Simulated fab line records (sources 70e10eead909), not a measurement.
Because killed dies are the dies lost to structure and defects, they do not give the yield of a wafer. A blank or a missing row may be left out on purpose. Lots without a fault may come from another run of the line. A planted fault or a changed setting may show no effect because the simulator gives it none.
Matching of chambers :: flow nand-harc :: rie-diel-02 running NHARC_P_ZERO_WELL_DESCUM_39: 4 sister chambers
The step chemistry O2, time 3 s. 18 wafers are shown with their chamber, then 9 later ones without.

## WAFERS PAIRED WITH THEIR CHAMBERS
wafer: L076.4
chamber: 1
drypump-motor-current-A (A): 6.2
rf-vpp-V (V): 56.8
oes-product-au (a.u.): 1.007

wafer: L076.5
chamber: 0
drypump-motor-current-A (A): 5.5
rf-vpp-V (V): 56.3
oes-product-au (a.u.): 1.010

wafer: L076.6
chamber: 3
drypump-motor-current-A (A): 6.0
rf-vpp-V (V): 57.9
oes-product-au (a.u.): 0.999

wafer: L077.1
chamber: 3
drypump-motor-current-A (A): 6.0
rf-vpp-V (V): 58.1
oes-product-au (a.u.): 1.006

wafer: L077.4
chamber: 0
drypump-motor-current-A (A): 5.5
rf-vpp-V (V): 57.0
oes-product-au (a.u.): 0.995

wafer: L077.6
chamber: 1
drypump-motor-current-A (A): 6.2
rf-vpp-V (V): 58.2
oes-product-au (a.u.): 1.000

wafer: L079.1
chamber: 3
drypump-motor-current-A (A): 6.0
rf-vpp-V (V): 57.9
oes-product-au (a.u.): 0.995

wafer: L079.2
chamber: 1
drypump-motor-current-A (A): 6.1
rf-vpp-V (V): 58.5
oes-product-au (a.u.): 1.011

wafer: L079.6
chamber: 0
drypump-motor-current-A (A): 5.5
rf-vpp-V (V): 57.4
oes-product-au (a.u.): 1.016

wafer: L083.1
chamber: 1
drypump-motor-current-A (A): 6.2
rf-vpp-V (V): 58.3
oes-product-au (a.u.): 1.005

wafer: L083.2
chamber: 0
drypump-motor-current-A (A): 5.5
rf-vpp-V (V): 58.0
oes-product-au (a.u.): 0.992

wafer: L083.6
chamber: 1
drypump-motor-current-A (A): 6.2
rf-vpp-V (V): 57.2
oes-product-au (a.u.): 1.005

wafer: L089.1
chamber: 2
drypump-motor-current-A (A): 6.1
rf-vpp-V (V): 58.6
oes-product-au (a.u.): 1.006

wafer: L089.4
chamber: 3
drypump-motor-current-A (A): 6.0
rf-vpp-V (V): 56.7
oes-product-au (a.u.): 0.994

wafer: L089.6
chamber: 1
drypump-motor-current-A (A): 6.1
rf-vpp-V (V): 58.1
oes-product-au (a.u.): 1.002

wafer: L091.4
chamber: 3
drypump-motor-current-A (A): 6.0
rf-vpp-V (V): 58.5
oes-product-au (a.u.): 0.991

wafer: L091.5
chamber: 0
drypump-motor-current-A (A): 5.4
rf-vpp-V (V): 58.1
oes-product-au (a.u.): 1.008

wafer: L091.6
chamber: 3
drypump-motor-current-A (A): 6.0
rf-vpp-V (V): 58.2
oes-product-au (a.u.): 1.004

SIGNATURES, as means of the wafers listed above
reading: drypump-motor-current-A
chamber 0: 5.480
chamber 1: 6.167
chamber 2: 6.100
chamber 3: 6.000
scatter within a chamber: 0.039

reading: rf-vpp-V
chamber 0: 57.360
chamber 1: 57.850
chamber 2: 58.600
chamber 3: 57.883
scatter within a chamber: 0.68

reading: oes-product-au
chamber 0: 1.00420
chamber 1: 1.00500
chamber 2: 1.00600
chamber 3: 0.99817
scatter within a chamber: 0.00692
Rule: for each reading, subtract the chamber's mean from the wafer's reading, divide by that reading's scatter and square the result; add these up over the readings and take the root, which gives the wafer's distance from the chamber. The wafer belongs to the nearest chamber; if the next one is less than 2 further off, it can't be placed. How the scatter is found: for the shown wafers, subtract from each reading the mean of its chamber, square and add these, divide the total by (wafers less chambers), then take the root.

## WAFERS WHOSE CHAMBER IS MISSING
wafer: L092.3
drypump-motor-current-A (A): 5.6
rf-vpp-V (V): 57.4
oes-product-au (a.u.): 0.989

wafer: L092.4
drypump-motor-current-A (A): 6.0
rf-vpp-V (V): 56.9
oes-product-au (a.u.): 1.006

wafer: L092.6
drypump-motor-current-A (A): 6.0
rf-vpp-V (V): 58.1
oes-product-au (a.u.): 0.988

wafer: L093.2
drypump-motor-current-A (A): 6.2
rf-vpp-V (V): 58.1
oes-product-au (a.u.): 1.003

wafer: L093.3
drypump-motor-current-A (A): 6.1
rf-vpp-V (V): 57.6
oes-product-au (a.u.): 1.008

wafer: L093.4
drypump-motor-current-A (A): 5.5
rf-vpp-V (V): 58.5
oes-product-au (a.u.): 1.005

wafer: L094.1
drypump-motor-current-A (A): 6.1
rf-vpp-V (V): 57.7
oes-product-au (a.u.): 1.019

wafer: L094.2
drypump-motor-current-A (A): 6.2
rf-vpp-V (V): 57.3
oes-product-au (a.u.): 1.000

wafer: L094.5
drypump-motor-current-A (A): 6.0
rf-vpp-V (V): 57.0
oes-product-au (a.u.): 1.001

## EACH ONE'S CHAMBER
wafer: L092.3
from the rows above: 0
in truth: 0

wafer: L092.4
from the rows above: can't be placed: 3 or 2
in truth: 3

wafer: L092.6
from the rows above: 3
in truth: 3

wafer: L093.2
from the rows above: can't be placed: 1 or 2
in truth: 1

wafer: L093.3
from the rows above: can't be placed: 2 or 1 or 3
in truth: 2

wafer: L093.4
from the rows above: 0
in truth: 0

wafer: L094.1
from the rows above: can't be placed: 2 or 1 or 3
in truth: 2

wafer: L094.2
from the rows above: can't be placed: 1 or 2
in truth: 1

wafer: L094.5
from the rows above: 3
in truth: 3
Correct placement for 4 of the 9. Unplaceable from these rows: 5, with the true chamber sitting among the candidates in 5. Placed wrongly: 0.
